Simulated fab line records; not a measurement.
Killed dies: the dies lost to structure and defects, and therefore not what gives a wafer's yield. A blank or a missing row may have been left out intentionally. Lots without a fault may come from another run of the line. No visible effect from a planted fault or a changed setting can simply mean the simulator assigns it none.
Matching of chambers	flow n5-finfet	4 sister chambers for N5_BEOL_M0_ETCH_138 on rie-diel-01
The step etches SiCN in CH3F/O2, target depth 12 nm, time 31.6 s. 16 wafers are shown with their chamber, then 8 later ones without.

WAFERS WITH THEIR CHAMBER
wafer	chamber	drypump-motor-current-A (A)	throttle-valve-pct (%)	showerhead-plenum-p-Torr (Torr)
L075.1	1	5.7	16.14	2.10
L075.3	2	5.2	16.83	2.06
L075.6	3	6.2	16.32	2.07
L077.1	1	5.7	16.19	2.10
L077.2	3	6.3	16.34	2.07
L077.6	2	5.2	16.84	2.06
L078.3	1	5.7	16.16	2.10
L078.4	0	6.4	16.25	2.09
L078.5	1	5.7	16.16	2.10
L080.2	1	5.7	16.16	2.10
L080.3	0	6.4	16.28	2.09
L080.5	0	6.3	16.25	2.09
L084.1	0	6.3	16.30	2.08
L084.3	3	6.3	16.36	2.06
L084.6	3	6.3	16.36	2.06
L085.1	0	6.4	16.30	2.08

SIGNATURES (means of the wafers above)
reading	chamber 0	chamber 1	chamber 2	chamber 3	scatter within a chamber
drypump-motor-current-A	6.360	5.700	5.200	6.275	0.0403
throttle-valve-pct	16.2760	16.1620	16.8350	16.3450	0.0203
showerhead-plenum-p-Torr	2.0860	2.1000	2.0600	2.0650	0.00428
Rule: a wafer lies at a distance from a chamber equal to the root of the sum of squares, over the readings, of (its reading less the chamber's mean, divided by the reading's scatter). The wafer belongs to the nearest chamber; if the next one is less than 2 further off, it can't be placed. How the scatter is found: for the shown wafers, subtract from each reading the mean of its chamber, square and add these, divide the total by (wafers less chambers), then take the root.

WAFERS WITHOUT THEIR CHAMBER
wafer	drypump-motor-current-A (A)	throttle-valve-pct (%)	showerhead-plenum-p-Torr (Torr)
L085.4	5.7	16.18	2.09
L085.5	6.3	16.36	2.06
L086.3	5.2	16.37	2.05
L086.5	5.2	16.37	2.05
L086.6	5.7	16.18	2.09
L094.1	5.7	16.25	2.08
L094.2	6.4	16.34	2.07
L094.4	5.7	16.25	2.08

EACH ONE'S CHAMBER
wafer	from the rows above	in truth
L085.4	1	1
L085.5	3	3
L086.3	1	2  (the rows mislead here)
L086.5	1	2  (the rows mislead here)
L086.6	1	1
L094.1	1	1
L094.2	can't be placed: 3 or 0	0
L094.4	1	1
Correct placement for 5 of the 8. Can't be placed from these rows: 1 (the true chamber is among the candidates in 1). 2 placed wrongly.
